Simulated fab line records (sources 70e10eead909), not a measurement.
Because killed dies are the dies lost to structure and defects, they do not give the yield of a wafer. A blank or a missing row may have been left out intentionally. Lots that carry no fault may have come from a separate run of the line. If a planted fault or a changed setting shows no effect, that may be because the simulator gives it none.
A lot that was struck, set against a sound lot || flow nand harc || 14 out of 1302 route steps
Sound: wafers L289.4, L289.5, L289.6. Struck: wafer L302.3 (left out: L302.5, L302.6 of the same lot, which were not struck); the cause appears at the end.
Order at every step that has rows: each side's tool, ch and its chambers, its first start. Under that, the readings that differ: sound wafers || struck wafers || difference of the means || sigmas: that difference in standard deviations of wafers without a fault.
alike: same words and numbers on both sides, and readings whose means sit less than 2 such deviations apart. not compared: any withheld reading, any reading some wafer has no value for, any bound like >300 that may hide the same value, and any number with overlapping values for which the record gives no deviation.
The two part at a step that has a row with sigmas, a row that says differs or no value, or rows on one side only. Numbers that don't overlap but have no deviation are shown without sigmas and don't part them. A reading that every wafer of one side lacks parts them only if that side has two wafers or more.

NHARC_A_DECK1_JOINT_CMP_02: polishes SiOx.
  sound on cmp-01 ch 0,3, day 14 05:17; struck on cmp-03 ch 1, day 19 16:59
  alike: motor current A
following that, these wafers have no rows for 1 step: NHARC_A_DECK1_JOINT_SRD_15.
NHARC_A_DECK1_JOINT_DEP_16: deposits SiO2, target thk 45 nm.
  sound on pecvd-04 ch 0,1,2, day 14 05:46; struck on pecvd-01 ch 2, day 19 17:20
  alike: heater power w, throttle valve pct
NHARC_A_DECK1_JOINT_THK_MEAS_17: measures by ellipsometry.
  sound on film metro-02, day 14 05:58; struck on film metro-02, day 19 17:35
  alike: thk nm
NHARC_A_DECK1_JOINT_INSPECT_05:
  sound on defect inspect-01, day 14 06:00; struck on defect inspect-02, day 19 17:37
{"reading": "raw defect count", "sound": "559 477 366", "struck": 117, "difference": -350, "sigmas": -4}
after that, 1 step with no rows for these wafers: NHARC_A_ONON_D2_DEP_00 (target thk 1000 nm).
NHARC_A_ONON_D2_THK_MEAS_02: measures by ellipsometry.
  sound on film metro-02, day 14 06:34; struck on film metro-02, day 19 18:12
  alike: thk nm
after that, 1 step with no rows for these wafers: NHARC_A_ONON_D2_DEP_03 (target thk 1000 nm).
NHARC_A_ONON_D2_THK_MEAS_05: measures by ellipsometry.
  sound on film metro-02, day 14 07:08; struck on film metro-02, day 19 18:46
  alike: thk nm
after that, 1 step with no rows for these wafers: NHARC_A_ONON_D2_DEP_06 (target thk 1000 nm).
NHARC_A_ONON_D2_THK_MEAS_08: measures by ellipsometry.
  sound on film metro-02, day 14 07:43; struck on film metro-01, day 19 19:20
{"reading": "thk nm (nm)", "sound": "1024 1024 1023", "struck": 998, "difference": -26, "sigmas": -2}
NHARC_A_ONON_D2_DEP_09: target thk 1000 nm.
  sound on pecvd onon-03 ch 0, day 14 07:56; struck on pecvd onon-04 ch 0, day 19 19:30
NHARC_A_ONON_D2_THK_MEAS_11: measures by ellipsometry.
  sound on film metro-01, day 14 08:16; struck on film metro-02, day 19 19:54
{"reading": "thk nm (nm)", "sound": "992 992 990", "struck": 961, "difference": -30, "sigmas": -3}
after that, 1 step with no rows for these wafers: NHARC_A_ONON_D2_DEP_12 (target thk 1000 nm).

## WHERE THEY PART
Earliest at NHARC_A_DECK1_JOINT_INSPECT_05; latest, in this record, at NHARC_A_ONON_D2_THK_MEAS_11.

WHY: what had been put in by the simulator
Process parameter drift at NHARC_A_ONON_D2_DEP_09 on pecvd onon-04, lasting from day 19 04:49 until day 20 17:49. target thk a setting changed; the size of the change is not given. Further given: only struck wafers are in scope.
